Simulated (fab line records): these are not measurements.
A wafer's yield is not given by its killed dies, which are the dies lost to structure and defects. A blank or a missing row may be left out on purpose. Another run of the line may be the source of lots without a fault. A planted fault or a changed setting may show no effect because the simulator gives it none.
fab line records -- flow n5-finfet
[record] lots = 7, wafers = 21
route steps=1938 shown SD_EPI_N@267 SDB@348 HKMG_FIN@401 GATE_CUT@510 MOL_CONTACT_COAG@518 BEOL_M0_SAQP@641
start-h: hours from the record's opening day to when the first of the lot's shown wafers began -- wait-h: time in hours since the lot's previous step -- " as in the row above -- L1.1+2: a single row standing in for several wafers -- - either no value or no given start -- * or withheld: withheld -- < > ~ a bound
route shown NAME@n: a module of which the file shows steps, and the number in the route of the first -- usual: mean/standard deviation of fault-free wafers -- same: alike in all rows -- chamber/n: place in a boat -- sites: readings site by site -- _std_site: their standard deviation -- _edge_site: inner sites' mean taken away from outer sites' mean -- radius-mm: for every site, how far away it sits from the centre of the wafer -- mask NAME#n: copy n -- behind: the tool/chamber that last shaped the wafer -- hold: why the lot went on hold/how many hours it stayed there/how the hold came to an end -- device: whichever transistor did not switch (one of n, p or np) -- end of line: tests run on the same wafers once the route is complete -- a step with no rows: only its recipe -- killed: dies that structure and defects cost at the first sort, which is not the same as the wafer's yield -- map: a wafer's dies, marking killed ones x, the rest . and places with no die _
set.NAME: the setting that was run; set.NAME@STEP: the one run at that earlier step -- model.NAME: the simulator's own value behind a step, which no gauge read
lots run with intentionally changed settings; tables by step, rows by wafer
[[steps]]
[step N5_SD_EPI_N_EXPOSE_06]
[recipe] mask-id = SD_N_BLK, na = 1.35, source-shape = conventional, sigma-outer = 0.8, polarization = unpolarized, target-cd-nm = 120, dose-mj = 39.75
lot.wafer,tool,chamber,start-h,wait-h,mask,set.dose-mj
L077.2,arfi-scanner-03,0,65.92,-,SD_N_BLK#0,39.75
L077.5+6,arfi-scanner-03,0,65.92,-,SD_N_BLK#0,40.93
L080.2+5,arfi-scanner-03,0,86.05,-,SD_N_BLK#0,39.75
L080.3,arfi-scanner-03,0,86.05,-,SD_N_BLK#0,37.84
L085.2+3+5,arfi-scanner-03,0,117.01,-,SD_N_BLK#0,39.75
L090.2+6,arfi-scanner-01,0,147.49,-,SD_N_BLK#0,39.75
L090.4,arfi-scanner-01,0,147.49,-,SD_N_BLK#0,38.06
L093.1+5,arfi-scanner-01,0,164.46,-,SD_N_BLK#0,36.92
L093.6,arfi-scanner-01,0,164.46,-,SD_N_BLK#0,39.75
L096.3+4+6,arfi-scanner-01,0,181.94,-,SD_N_BLK#0,39.75
L097.3,arfi-scanner-03,0,187.79,-,SD_N_BLK#0,37.41
L097.5+6,arfi-scanner-03,0,187.79,-,SD_N_BLK#0,39.75
[step N5_SD_EPI_N_PEB_07]
[recipe] peb-temp-c = 110, peb-time-s = 60, resist = CAR-ArF-block
[step N5_SD_EPI_N_DEVELOP_08]
[recipe] develop-time-s = 30, developer = TMAH, resist = CAR-ArF-block, dev-temp-c = 23, rinse-liquid = diw, dry = air-spin
[step N5_SD_EPI_N_CD_MEAS_09]
[recipe] target-cd-nm = 120, landing-energy-ev = 500, detector = se-inlens
[usual] cd-nm = 120.2/0.79
lot.wafer,tool,chamber,start-h,wait-h,set.dose-mj@SD_EPI_N_EXPOSE_06,cd-nm
L077.2,cd-sem-01,0,66.04,-,39.75,119.4
L077.5,cd-sem-01,0,66.04,-,40.93,121.5
L077.6,cd-sem-01,0,66.04,-,40.93,122.9
L080.2,cd-sem-01,0,86.17,-,39.75,120.8
L080.3,cd-sem-01,0,86.17,-,37.84,116.0
L080.5,cd-sem-01,0,86.17,-,39.75,120.4
L085.2,cd-sem-03,0,117.13,-,39.75,119.8
L085.3,cd-sem-03,0,117.13,-,39.75,119.1
L085.5,cd-sem-03,0,117.13,-,39.75,119.7
L090.2,cd-sem-03,0,147.61,-,39.75,119.6
L090.4,cd-sem-03,0,147.61,-,38.06,118.3
L090.6,cd-sem-03,0,147.61,-,39.75,118.6
L093.1,cd-sem-01,0,164.59,-,36.92,115.9
L093.5,cd-sem-01,0,164.59,-,36.92,114.6
L093.6,cd-sem-01,0,164.59,-,39.75,120.5
L096.3,cd-sem-02,0,182.06,-,39.75,120.4
L096.4,cd-sem-02,0,182.06,-,39.75,119.2
L096.6,cd-sem-02,0,182.06,-,39.75,119.8
L097.3,cd-sem-02,0,187.91,-,37.41,116.3
L097.5,cd-sem-02,0,187.91,-,39.75,120.7
L097.6,cd-sem-02,0,187.91,-,39.75,119.8
[step N5_SD_EPI_N_DESCUM_14]
[recipe] chemistry = O2, time-s = 7.9, source-power-w = 50, bias-power-w = 20, pressure-mtorr = 20, rf-frequency-hz = 2.712e+07, temp-c = 40, resist = CAR-ArF-block, o2-flow-sccm = 225
lot.wafer,tool,chamber,start-h,wait-h,set.dose-mj@SD_EPI_N_EXPOSE_06,model.SD_EPI_N.cd-nm
L077.2,rie-diel-05,1,66.14,0.0,39.75,119.4
L077.5,rie-diel-05,3,66.14,0.0,40.93,122
L077.6,rie-diel-05,2,66.14,0.0,40.93,123
L080.2,rie-diel-02,0,86.31,0.1,39.75,121
L080.3,rie-diel-02,2,86.31,0.1,37.84,116
L080.5,rie-diel-02,1,86.31,0.1,39.75,120.6
L085.2+5,rie-diel-05,"3,0",117.37,0.2,39.75,119.8
L085.3,rie-diel-05,1,117.37,0.2,39.75,119.2
L090.2,rie-diel-02,2,147.69,0.0,39.75,120
L090.4,rie-diel-02,0,147.69,0.0,38.06,118.2
L090.6,rie-diel-02,3,147.69,0.0,39.75,118.8
L093.1,rie-diel-01,3,164.68,0.0,36.92,115.4
L093.5,rie-diel-01,0,164.68,0.0,36.92,114.4
L093.6,rie-diel-01,3,164.68,0.0,39.75,119.8
L096.3,rie-diel-01,3,182.14,0.0,39.75,120.2
L096.4,rie-diel-01,2,182.14,0.0,39.75,119.2
L096.6,rie-diel-01,0,182.14,0.0,39.75,119.8
L097.3,rie-diel-01,2,188.28,0.3,37.41,116.6
L097.5,rie-diel-01,2,188.28,0.3,39.75,120.8
L097.6,rie-diel-01,0,188.28,0.3,39.75,120
[step N5_SD_EPI_N_ETCH_34]
[recipe] chemistry = CF4, target = SiARC, target-depth-a = 455, mask-material = CAR-ArF-block, time-s = 75.8, ion-energy-ev = 80, pressure-mtorr = 40, source-w = 545, bias-w = 36, Ar_flow_sccm = 100, cf4-flow-sccm = 100, ends = cleared
lot.wafer,tool,chamber,start-h,wait-h,set.spin-rpm@SD_EPI_N_COAT_33,set.dose-mj@SD_EPI_N_EXPOSE_06,model.SD_EPI_N.cd-nm,model.etch.depth-nm
L077.2,rie-diel-05,1,66.17,0.0,1500,39.75,119.4,34.86
L077.5,rie-diel-05,3,66.17,0.0,1500,40.93,122,35
L077.6,rie-diel-05,2,66.17,0.0,1377,40.93,123,36.61
L080.2,rie-diel-02,0,86.34,0.0,1454,39.75,121.2,35.43
L080.3,rie-diel-02,2,86.34,0.0,1500,37.84,116.2,34.83
L080.5,rie-diel-02,1,86.34,0.0,1500,39.75,120.6,34.87
L085.2,rie-diel-05,3,117.41,0.0,1500,39.75,119.8,35.15
L085.3,rie-diel-05,1,117.41,0.0,1500,39.75,119,35.08
L085.5,rie-diel-05,0,117.41,0.0,1500,39.75,119.8,35.14
L090.2,rie-diel-02,2,147.73,0.0,1500,39.75,119.8,34.9
L090.4,rie-diel-02,0,147.73,0.0,1500,38.06,118.4,34.83
L090.6,rie-diel-02,3,147.73,0.0,1500,39.75,119,34.98
L093.1,rie-diel-01,3,164.71,0.0,1500,36.92,115.4,35.03
L093.5,rie-diel-01,0,164.71,0.0,1500,36.92,114.4,34.99
L093.6,rie-diel-01,3,164.71,0.0,1500,39.75,119.8,35.03
L096.3,rie-diel-01,3,182.18,0.0,1500,39.75,120.6,34.78
L096.4,rie-diel-01,2,182.18,0.0,1500,39.75,119.4,34.87
L096.6,rie-diel-01,0,182.18,0.0,1500,39.75,120,34.88
L097.3,rie-diel-01,2,188.31,0.0,1431,37.41,116.6,35.88
L097.5,rie-diel-01,2,188.31,0.0,1431,39.75,121,35.86
L097.6,rie-diel-01,0,188.31,0.0,1500,39.75,120,35.01
[step N5_SDB_COAT_03]
[recipe] resist = SOC, temp-c = 250, time-s = 60, spin-rpm = 1500, resist-thk-nm = 100
lot.wafer,tool,chamber,start-h,wait-h,set.spin-rpm,model.SOC_of_SDB_COAT_03.thk-nm
L077.2,litho-track-03,0,83.14,0.1,1500,99.8
L077.5,litho-track-03,0,83.14,0.1,1500,100
L077.6,litho-track-03,0,83.14,0.1,1361,104.4
L080.2,litho-track-05,0,105.35,0.1,1599,96.6
L080.3+5,litho-track-05,0,105.35,0.1,1500,99.8
L085.2,litho-track-05,0,134.88,0.1,1500,100
L085.3+5,litho-track-05,0,134.88,0.1,1500,99.8
L090.2+6,litho-track-03,0,165.54,0.1,1500,100
L090.4,litho-track-03,0,165.54,0.1,1578,97.2
L093.1+5,litho-track-03,0,181.54,0.1,1500,99.8
L093.6,litho-track-03,0,181.54,0.1,1500,99.4
L096.3,litho-track-03,0,197.85,0.1,1500,100.2
L096.4+6,litho-track-03,0,197.85,0.1,1402,103.2
L097.3,litho-track-02,0,207.65,0.1,1392,103.2
L097.5,litho-track-02,0,207.65,0.1,1500,99.6
L097.6,litho-track-02,0,207.65,0.1,1392,103.4
[step N5_SDB_ETCH_17]
[recipe] chemistry = CF4, target = SiARC, target-depth-a = 234, mask-material = CAR-ArF, time-s = 39, ion-energy-ev = 80, pressure-mtorr = 40, source-w = 545, bias-w = 36, Ar_flow_sccm = 100, cf4-flow-sccm = 100, ends = cleared
[usual] rf-vpp-V = 184.0/1.1
lot.wafer,tool,chamber,start-h,wait-h,set.bias-w,rf-vpp-V
L077.2,rie-diel-02,0,83.78,0.0,36,183.7
L077.5,rie-diel-02,0,83.78,0.0,36,183.7
L077.6,rie-diel-02,2,83.78,0.0,31.25,167.1
L080.2,rie-diel-05,3,105.72,0.0,41.92,203.4
L080.3,rie-diel-05,0,105.72,0.0,41.92,202.2
L080.5,rie-diel-05,3,105.72,0.0,36,185.4
L085.2,rie-diel-05,0,135.37,0.0,36,182.6
L085.3,rie-diel-05,1,135.37,0.0,36,184.9
L085.5,rie-diel-05,2,135.37,0.0,36,182.9
L090.2,rie-diel-02,0,166.03,0.0,33.94,178.6
L090.4,rie-diel-02,1,166.03,0.0,33.94,176.9
L090.6,rie-diel-02,0,166.03,0.0,36,183.7
L093.1,rie-diel-02,2,181.90,0.0,40.42,198.9
L093.5,rie-diel-02,2,181.90,0.0,40.42,199.5
L093.6,rie-diel-02,1,181.90,0.0,40.42,199.2
L096.3,rie-diel-05,1,198.34,0.0,38.85,193.4
L096.4,rie-diel-05,3,198.34,0.0,38.85,194.7
L096.6,rie-diel-05,0,198.34,0.0,38.85,192.5
L097.3,rie-diel-02,0,208.54,0.0,36,182.8
L097.5,rie-diel-02,0,208.54,0.0,36,183.0
L097.6,rie-diel-02,1,208.54,0.0,36,183.2
[step N5_SDB_ETCH_18]
[recipe] chemistry = N2/H2, target = SOC, target-depth-a = 1000, overetch-a = 200, mask-material = SiARC, temp-c = 40, time-s = 150, ion-energy-ev = 200, pressure-mtorr = 30, source-w = 840, bias-w = 150, n2-flow-sccm = 200, h2-flow-sccm = 200
lot.wafer,tool,chamber,start-h,wait-h,set.spin-rpm@SDB_COAT_03,model.etch.depth-nm
L077.2,rie-diel-02,0,83.81,0.0,1500,99.72
L077.5,rie-diel-02,0,83.81,0.0,1500,99.91
L077.6,rie-diel-02,2,83.81,0.0,1361,104.4
L080.2,rie-diel-05,3,105.76,0.0,1599,96.55
L080.3,rie-diel-05,0,105.76,0.0,1500,99.78
L080.5,rie-diel-05,3,105.76,0.0,1500,99.85
L085.2,rie-diel-05,0,135.40,0.0,1500,99.91
L085.3+5,rie-diel-05,"1,2",135.40,0.0,1500,99.89
L090.2,rie-diel-02,0,166.07,0.0,1500,99.93
L090.4,rie-diel-02,1,166.07,0.0,1578,97.26
L090.6,rie-diel-02,0,166.07,0.0,1500,99.94
L093.1,rie-diel-02,2,181.94,0.0,1500,99.84
L093.5,rie-diel-02,2,181.94,0.0,1500,99.79
L093.6,rie-diel-02,1,181.94,0.0,1500,99.46
L096.3,rie-diel-05,1,198.38,0.0,1500,100.2
L096.4+6,rie-diel-05,"3,0",198.38,0.0,1402,103.3
L097.3,rie-diel-02,0,208.58,0.0,1392,103.2
L097.5,rie-diel-02,0,208.58,0.0,1500,99.55
L097.6,rie-diel-02,1,208.58,0.0,1392,103.4
[step N5_SDB_STRIP_19]
[recipe] chemistry = N2/H2, temp-c = 40, n2-flow-sccm = 200, h2-flow-sccm = 200, rf-frequency-hz = 6e+07
[step N5_SDB_STRIP_21]
[recipe] chemistry = CF4, resist = SiARC, power-w = 300, bias-power-w = 75, pressure-mtorr = 50, cf4-flow-sccm = 150, rf-frequency-hz = 6e+07
[step N5_SDB_HM_OPEN_20]
[recipe] chemistry = CH3F/O2, target = SiNx, mask-material = SOC, target-depth-a = 240, stop-on = poly-Si, over-etch-frac = 0.4, ion-energy-ev = 120, pressure-mtorr = 30, source-w = 395, bias-w = 73, Ar_flow_sccm = 150, CH3F_flow_sccm = 30, O2_flow_sccm = 20
lot.wafer,tool,chamber,start-h,wait-h,set.spin-rpm@SDB_COAT_03,model.SOC_of_SDB_COAT_03.thk-nm
L077.2,rie-diel-02,0,83.97,0.0,1500,83.4
L077.5,rie-diel-02,0,83.97,0.0,1500,83.8
L077.6,rie-diel-02,2,83.97,0.0,1361,88.6
L080.2,rie-diel-05,3,105.91,0.0,1599,81.2
L080.3,rie-diel-05,0,105.91,0.0,1500,84.4
L080.5,rie-diel-05,3,105.91,0.0,1500,84.6
L085.2+3,rie-diel-05,"0,1",135.56,0.0,1500,84.4
L085.5,rie-diel-05,2,135.56,0.0,1500,83.6
L090.2+6,rie-diel-02,0,166.22,0.0,1500,84
L090.4,rie-diel-02,1,166.22,0.0,1578,81.6
L093.1+5,rie-diel-02,2,182.10,0.0,1500,84.2
L093.6,rie-diel-02,1,182.10,0.0,1500,83.6
L096.3,rie-diel-05,1,198.54,0.0,1500,84.8
L096.4,rie-diel-05,3,198.54,0.0,1402,87.6
L096.6,rie-diel-05,0,198.54,0.0,1402,87.8
L097.3,rie-diel-02,0,208.74,0.0,1392,87.2
L097.5,rie-diel-02,0,208.74,0.0,1500,83.4
L097.6,rie-diel-02,1,208.74,0.0,1392,87.4
[step N5_SDB_STRIP_22]
[recipe] chemistry = N2/H2, power-w = 1000, temp-c = 250, h2-frac = 0.65, overash-fraction = 0.3, pressure-mtorr = withheld, n2-flow-sccm = 1750, h2-flow-sccm = 3250
[usual] strip-time-to-endpoint-s = 96.2/0.42
lot.wafer,tool,chamber,start-h,wait-h,set.spin-rpm@SDB_COAT_03,strip-time-to-endpoint-s
L077.2,plasma-asher-02,1,84.06,0.1,1500,95.6
L077.5,plasma-asher-02,0,84.06,0.1,1500,96.0
L077.6,plasma-asher-02,1,84.06,0.1,1361,100.6
L080.2,plasma-asher-02,0,106.00,0.1,1599,93.5
L080.3,plasma-asher-02,1,106.00,0.1,1500,96.6
L080.5,plasma-asher-02,1,106.00,0.1,1500,96.8
L085.2,plasma-asher-02,1,135.64,0.1,1500,96.6
L085.3,plasma-asher-02,1,135.64,0.1,1500,96.5
L085.5,plasma-asher-02,1,135.64,0.1,1500,95.7
L090.2,plasma-asher-01,1,166.31,0.1,1500,96.2
L090.4,plasma-asher-01,1,166.31,0.1,1578,93.9
L090.6,plasma-asher-01,1,166.31,0.1,1500,96.2
L093.1,plasma-asher-01,0,182.18,0.1,1500,96.4
L093.5,plasma-asher-01,0,182.18,0.1,1500,96.4
L093.6,plasma-asher-01,1,182.18,0.1,1500,95.8
L096.3,plasma-asher-01,0,198.66,0.1,1500,97.0
L096.4,plasma-asher-01,1,198.66,0.1,1402,99.6
L096.6,plasma-asher-01,0,198.66,0.1,1402,99.8
L097.3,plasma-asher-02,0,208.91,0.1,1392,99.2
L097.5,plasma-asher-02,0,208.91,0.1,1500,95.6
L097.6,plasma-asher-02,1,208.91,0.1,1392,99.5
[step N5_HKMG_FIN_DESCUM_53]
[recipe] chemistry = O2, time-s = 7.9, source-power-w = 50, bias-power-w = 20, pressure-mtorr = 20, rf-frequency-hz = 2.712e+07, temp-c = 40, resist = CAR-ArF, o2-flow-sccm = 225
lot.wafer,tool,chamber,start-h,wait-h,set.time-s,model.CAR-ArF_of_HKMG_FIN_COAT_43.thk-nm
L077.2+6,rie-diel-05,"0,1",89.21,0.0,7.9,83.2
L077.5,rie-diel-05,2,89.21,0.0,7.9,83.4
L080.2,rie-diel-01,0,111.98,0.2,7.9,83.4
L080.3,rie-diel-01,2,111.98,0.2,7.9,83.6
L080.5,rie-diel-01,2,111.98,0.2,7.9,83.2
L085.2,rie-diel-02,0,141.36,0.3,7.9,84
L085.3+5,rie-diel-02,"2,0",141.36,0.3,7.9,83.8
L090.2+4+6,rie-diel-05,"1,3,3",171.68,0.2,7.9,83.6
L093.1,rie-diel-01,0,187.49,0.0,9.589,82.6
L093.5,rie-diel-01,3,187.49,0.0,7.9,83.6
L093.6,rie-diel-01,2,187.49,0.0,9.589,83
L096.3,rie-diel-02,2,204.17,0.0,7.9,83.6
L096.4,rie-diel-02,3,204.17,0.0,7.9,83.4
L096.6,rie-diel-02,2,204.17,0.0,6.29,84.8
L097.3,rie-diel-05,3,214.69,0.0,6.169,84.6
L097.5,rie-diel-05,2,214.69,0.0,6.169,84.8
L097.6,rie-diel-05,3,214.69,0.0,7.9,83.6
[step N5_HKMG_FIN_ETCH_54]
[recipe] chemistry = CF4, target = SiARC, target-depth-a = 455, mask-material = CAR-ArF, time-s = 75.8, ion-energy-ev = 80, pressure-mtorr = 40, source-w = 545, bias-w = 36, Ar_flow_sccm = 100, cf4-flow-sccm = 100, ends = cleared
[usual] etch-rf-on-time-s = 76.7/2.3, rf-vpp-V = 183.9/1.1
lot.wafer,tool,chamber,start-h,wait-h,set.source-w,set.time-s@HKMG_FIN_DESCUM_53,etch-rf-on-time-s,rf-vpp-V,model.CAR-ArF_of_HKMG_FIN_COAT_43.thk-nm
L077.2,rie-diel-05,0,89.25,0.0,545,7.9,79.1,184.0,50.6
L077.5,rie-diel-05,2,89.25,0.0,545,7.9,73.5,183.0,50.8
L077.6,rie-diel-05,1,89.25,0.0,545,7.9,76.9,185.7,50.6
L080.2,rie-diel-01,0,112.01,0.0,494.5,7.9,81.6,189.6,50.8
L080.3,rie-diel-01,2,112.01,0.0,545,7.9,75.6,185.5,50.8
L080.5,rie-diel-01,2,112.01,0.0,494.5,7.9,82.2,191.2,50.6
L085.2,rie-diel-02,0,141.39,0.0,545,7.9,74.8,184.4,51.2
L085.3,rie-diel-02,2,141.39,0.0,545,7.9,79.3,184.8,51.2
L085.5,rie-diel-02,0,141.39,0.0,545,7.9,74.8,184.8,51
L090.2,rie-diel-05,1,171.71,0.0,545,7.9,79.7,183.5,50.8
L090.4,rie-diel-05,3,171.71,0.0,600.2,7.9,73.0,180.0,51
L090.6,rie-diel-05,3,171.71,0.0,600.2,7.9,73.1,179.3,51
L093.1,rie-diel-01,0,187.53,0.0,636,9.589,66.5,173.1,50
L093.5,rie-diel-01,3,187.53,0.0,545,7.9,76.4,183.6,50.8
L093.6,rie-diel-01,2,187.53,0.0,545,9.589,76.8,184.9,50.2
L096.3,rie-diel-02,2,204.20,0.0,545,7.9,79.1,183.8,51.2
L096.4,rie-diel-02,3,204.20,0.0,545,7.9,73.9,184.3,50.8
L096.6,rie-diel-02,2,204.20,0.0,498.1,6.29,85.7,191.2,52.2
L097.3,rie-diel-05,3,214.73,0.0,590,6.169,73.1,179.9,51.8
L097.5,rie-diel-05,2,214.73,0.0,545,6.169,75.8,183.3,52
L097.6,rie-diel-05,3,214.73,0.0,590,7.9,73.5,179.1,50.8
[step N5_GATE_CUT_ALD_22]
[recipe] material = SiNx, target-thk-a = 160, temp-c = 400, ald-precursor-family = SiH2I2, ald-co-reactant = N2/H2-plasma, pulse-time-s = 1, ald-cycles = 320, purge-time-s = 2, co-reactant-purge-time-s = 2, pressure-torr = 2
lot.wafer,tool,chamber,start-h,wait-h,set.ald-cycles,model.SiNx_of_GATE_CUT_ALD_22.thk-nm
L077.2,ald-sin-04,3,101.64,0.0,320,16.2
L077.5,ald-sin-04,0,101.64,0.0,297,14.8
L077.6,ald-sin-04,1,101.64,0.0,320,16
L080.2,ald-sin-02,0,124.66,0.0,320,16.2
L080.3+5,ald-sin-02,2,124.66,0.0,320,16
L085.2+3+5,ald-sin-04,"0,3,1",154.01,0.0,320,16
L090.2+6,ald-sin-04,1,186.46,0.5,320,16
L090.4,ald-sin-04,0,186.46,0.5,320,16.2
L093.1,ald-sin-03,0,203.09,0.0,334,16.6
L093.5,ald-sin-03,1,203.09,0.0,320,16
L093.6,ald-sin-03,0,203.09,0.0,320,15.8
L096.3+4,ald-sin-02,"1,0",218.66,0.0,320,16.2
L096.6,ald-sin-02,2,218.66,0.0,320,16
L097.3+5+6,ald-sin-02,"1,2,3",227.25,0.0,285,14.4
[step N5_MOL_CONTACT_COAG_COAT_104]
[recipe] resist = SiARC, temp-c = 220, time-s = 60, spin-rpm = 1500, resist-thk-nm = 12
lot.wafer,tool,chamber,start-h,wait-h,set.spin-rpm,model.SiARC_of_MOL_CONTACT_COAG_COAT_104.thk-nm
L077.2+5+6,litho-track-03,0,-,-,1500,12
L080.2,litho-track-03,0,-,-,1340,12.6
L080.3+5,litho-track-03,0,-,-,1500,12
L085.2+3+5,litho-track-03,0,-,-,1500,12
L090.2+4+6,litho-track-02,0,-,-,1500,12
L093.1+6,litho-track-02,0,-,-,1500,12
L093.5,litho-track-02,0,-,-,1622,11.6
L096.3,litho-track-01,0,-,-,1427,12.4
L096.4+6,litho-track-01,0,-,-,1500,12
L097.3+5+6,litho-track-03,0,-,-,1500,12
[step N5_MOL_CONTACT_COAG_COAT_58]
[recipe] resist = underlayer, temp-c = 205, time-s = 60, spin-rpm = 1500, resist-thk-nm = 10
[step N5_MOL_CONTACT_COAG_COAT_02]
[recipe] resist = CAR-EUV, spin-rpm = 1500, resist-thk-nm = 30
[step N5_MOL_CONTACT_COAG_DESCUM_13]
[recipe] chemistry = O2, time-s = 7, source-power-w = 50, bias-power-w = 20, pressure-mtorr = 20, rf-frequency-hz = 2.712e+07, temp-c = 40, resist = CAR-EUV, o2-flow-sccm = 225
[step N5_MOL_CONTACT_COAG_ETCH_59]
[recipe] chemistry = N2/H2, target = underlayer, target-depth-a = 130, mask-material = CAR-EUV, time-s = 10.4, ion-energy-ev = 200, pressure-mtorr = 30, source-w = 840, bias-w = 150, n2-flow-sccm = 200, h2-flow-sccm = 200, ends = cleared
[step N5_MOL_CONTACT_COAG_ETCH_105]
[recipe] chemistry = CF4, target = SiARC, target-depth-a = 156, mask-material = CAR-EUV, time-s = 26, ion-energy-ev = 80, pressure-mtorr = 40, source-w = 545, bias-w = 36, Ar_flow_sccm = 100, cf4-flow-sccm = 100, ends = cleared
lot.wafer,tool,chamber,start-h,wait-h,set.spin-rpm@MOL_CONTACT_COAG_COAT_104,model.etch.depth-nm
L077.2,rie-diel-01,0,104.64,0.0,1500,11.95
L077.5,rie-diel-01,1,104.64,0.0,1500,11.97
L077.6,rie-diel-01,2,104.64,0.0,1500,11.98
L080.2,rie-diel-05,1,127.66,0.0,1340,12.66
L080.3,rie-diel-05,3,127.66,0.0,1500,11.91
L080.5,rie-diel-05,1,127.66,0.0,1500,11.94
L085.2,rie-diel-01,3,157.56,0.0,1500,12.07
L085.3,rie-diel-01,1,157.56,0.0,1500,12.04
L085.5,rie-diel-01,0,157.56,0.0,1500,11.99
L090.2,rie-diel-02,3,189.58,0.0,1500,12.04
L090.4,rie-diel-02,1,189.58,0.0,1500,12.07
L090.6,rie-diel-02,3,189.58,0.0,1500,12.06
L093.1,rie-diel-01,1,206.29,0.0,1500,11.94
L093.5,rie-diel-01,2,206.29,0.0,1622,11.51
L093.6,rie-diel-01,1,206.29,0.0,1500,11.97
L096.3,rie-diel-01,3,221.78,0.0,1427,12.31
L096.4,rie-diel-01,1,221.78,0.0,1500,12.02
L096.6,rie-diel-01,0,221.78,0.0,1500,11.98
L097.3,rie-diel-05,3,230.28,0.0,1500,12.01
L097.5,rie-diel-05,0,230.28,0.0,1500,12.03
L097.6,rie-diel-05,1,230.28,0.0,1500,12.02
[step N5_MOL_CONTACT_COAG_CVD_140]
[recipe] material = W, target-thk-a = 665, mode = selective-fill, temp-c = 300, time-s = 215
lot.wafer,tool,chamber,start-h,wait-h,set.target-thk-a,model.W_of_MOL_CONTACT_COAG_CVD_140.thk-nm
L077.2+5,cvd-w-02,0,120.16,0.1,665,67.8
L077.6,cvd-w-02,1,120.16,0.1,742.2,74.4
L080.2,cvd-w-01,1,138.47,0.1,622.7,62.2
L080.3,cvd-w-01,0,138.47,0.1,622.7,61
L080.5,cvd-w-01,1,138.47,0.1,665,66.6
L085.2,cvd-w-02,1,174.75,0.1,665,66.4
L085.3,cvd-w-02,0,174.75,0.1,665,68.2
L085.5,cvd-w-02,1,174.75,0.1,665,67
L090.2,cvd-w-02,0,201.51,0.1,711.7,73.2
L090.4,cvd-w-02,1,201.51,0.1,665,67.4
L090.6,cvd-w-02,0,201.51,0.1,711.7,72.8
L093.1+6,cvd-w-01,1,219.62,0.1,665,65.8
L093.5,cvd-w-01,0,219.62,0.1,665,65.2
L096.3,cvd-w-01,1,235.47,0.1,733.2,72
L096.4,cvd-w-01,0,235.47,0.1,665,64.6
L096.6,cvd-w-01,1,235.47,0.1,665,65.4
L097.3,cvd-w-02,1,243.08,0.1,665,66.2
L097.5,cvd-w-02,0,243.08,0.1,665,67
L097.6,cvd-w-02,1,243.08,0.1,665,66.8
[step N5_BEOL_M0_SAQP_COAT_81]
[recipe] resist = SOC, temp-c = 250, time-s = 60, spin-rpm = 1500, resist-thk-nm = 100
lot.wafer,tool,chamber,start-h,wait-h,set.spin-rpm,model.SOC_of_BEOL_M0_SAQP_COAT_81.thk-nm
L077.2,litho-track-05,0,127.66,0.1,1500,99.6
L077.5,litho-track-05,0,127.66,0.1,1609,96.2
L077.6,litho-track-05,0,127.66,0.1,1500,99.4
L080.2,litho-track-01,0,143.24,0.1,1500,100.4
L080.3,litho-track-01,0,143.24,0.1,1500,100.6
L080.5,litho-track-01,0,143.24,0.1,1557,98.4
L085.2+3,litho-track-04,0,180.61,0.1,1500,100
L085.5,litho-track-04,0,180.61,0.1,1500,100.4
L090.2,litho-track-05,0,206.41,0.1,1557,97.8
L090.4,litho-track-05,0,206.41,0.1,1557,98
L090.6,litho-track-05,0,206.41,0.1,1500,99.8
L093.1,litho-track-05,0,224.50,0.1,1500,100.2
L093.5,litho-track-05,0,224.50,0.1,1500,100.4
L093.6,litho-track-05,0,224.50,0.1,1500,100.6
L096.3+4,litho-track-04,0,240.95,0.1,1420,103.2
L096.6,litho-track-04,0,240.95,0.1,1500,100.2
L097.3+6,litho-track-05,0,249.46,0.1,1346,105.4
L097.5,litho-track-05,0,249.46,0.1,1500,99.6
[[key]]
[split] step = N5_SD_EPI_N_EXPOSE_06, setting = dose-mj, stated = 39.75, by = wafer
[response] step = N5_SD_EPI_N_CD_MEAS_09, reading = cd-nm, change = +0.699, per = 1%, r = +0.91
[response] step = N5_SD_EPI_N_DESCUM_14, reading = model.SD_EPI_N.cd-nm, change = +0.699, per = 1%, r = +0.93
[response] step = N5_SD_EPI_N_ETCH_34, reading = model.SD_EPI_N.cd-nm, change = +0.694, per = 1%, r = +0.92
[split] step = N5_SDB_COAT_03, setting = spin-rpm, stated = 1500, by = wafer
[response] step = N5_SDB_COAT_03, reading = model.SOC_of_SDB_COAT_03.thk-nm, change = -0.493, per = 1%, r = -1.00
[response] step = N5_SDB_ETCH_18, reading = model.etch.depth-nm, change = -0.499, per = 1%, r = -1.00
[response] step = N5_SDB_HM_OPEN_20, reading = model.SOC_of_SDB_COAT_03.thk-nm, change = -0.508, per = 1%, r = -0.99
[response] step = N5_SDB_STRIP_22, reading = strip-time-to-endpoint-s, change = *, per = 1%, r = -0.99
[split] step = N5_SDB_ETCH_17, setting = bias-w, stated = 36, by = wafer
[response] step = N5_SDB_ETCH_17, reading = rf-vpp-V, change = +1.13, per = 1%, r = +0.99
[split] step = N5_HKMG_FIN_DESCUM_53, setting = time-s, stated = 7.9, by = wafer
[response] step = N5_HKMG_FIN_DESCUM_53, reading = model.CAR-ArF_of_HKMG_FIN_COAT_43.thk-nm, change = -0.0501, per = 1%, r = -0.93
[response] step = N5_HKMG_FIN_ETCH_54, reading = model.CAR-ArF_of_HKMG_FIN_COAT_43.thk-nm, change = -0.047, per = 1%, r = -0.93
[split] step = N5_HKMG_FIN_ETCH_54, setting = source-w, stated = 545, by = wafer
[response] step = N5_HKMG_FIN_ETCH_54, reading = etch-rf-on-time-s, change = *, per = 1%, r = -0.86
[response] step = N5_HKMG_FIN_ETCH_54, reading = rf-vpp-V, change = -0.595, per = 1%, r = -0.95
[split] step = N5_GATE_CUT_ALD_22, setting = ald-cycles, stated = 320, by = wafer
[response] step = N5_GATE_CUT_ALD_22, reading = model.SiNx_of_GATE_CUT_ALD_22.thk-nm, change = +0.175, per = 1%, r = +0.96
[split] step = N5_MOL_CONTACT_COAG_COAT_104, setting = spin-rpm, stated = 1500, by = wafer
[response] step = N5_MOL_CONTACT_COAG_COAT_104, reading = model.SiARC_of_MOL_CONTACT_COAG_COAT_104.thk-nm, change = -0.057, per = 1%, r = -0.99
[response] step = N5_MOL_CONTACT_COAG_ETCH_105, reading = model.etch.depth-nm, change = -0.0642, per = 1%, r = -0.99
[split] step = N5_MOL_CONTACT_COAG_CVD_140, setting = target-thk-a, stated = 665, by = wafer
[response] step = N5_MOL_CONTACT_COAG_CVD_140, reading = model.W_of_MOL_CONTACT_COAG_CVD_140.thk-nm, change = +0.666, per = 1%, r = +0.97
[split] step = N5_BEOL_M0_SAQP_COAT_81, setting = spin-rpm, stated = 1500, by = wafer
[response] step = N5_BEOL_M0_SAQP_COAT_81, reading = model.SOC_of_BEOL_M0_SAQP_COAT_81.thk-nm, change = -0.532, per = 1%, r = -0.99
split outside-this-file step=N5_SD_EPI_N_COAT_33 setting=spin-rpm
// split outside-this-file: this setting was split too, and the file shows its column; the key of that split is in another file
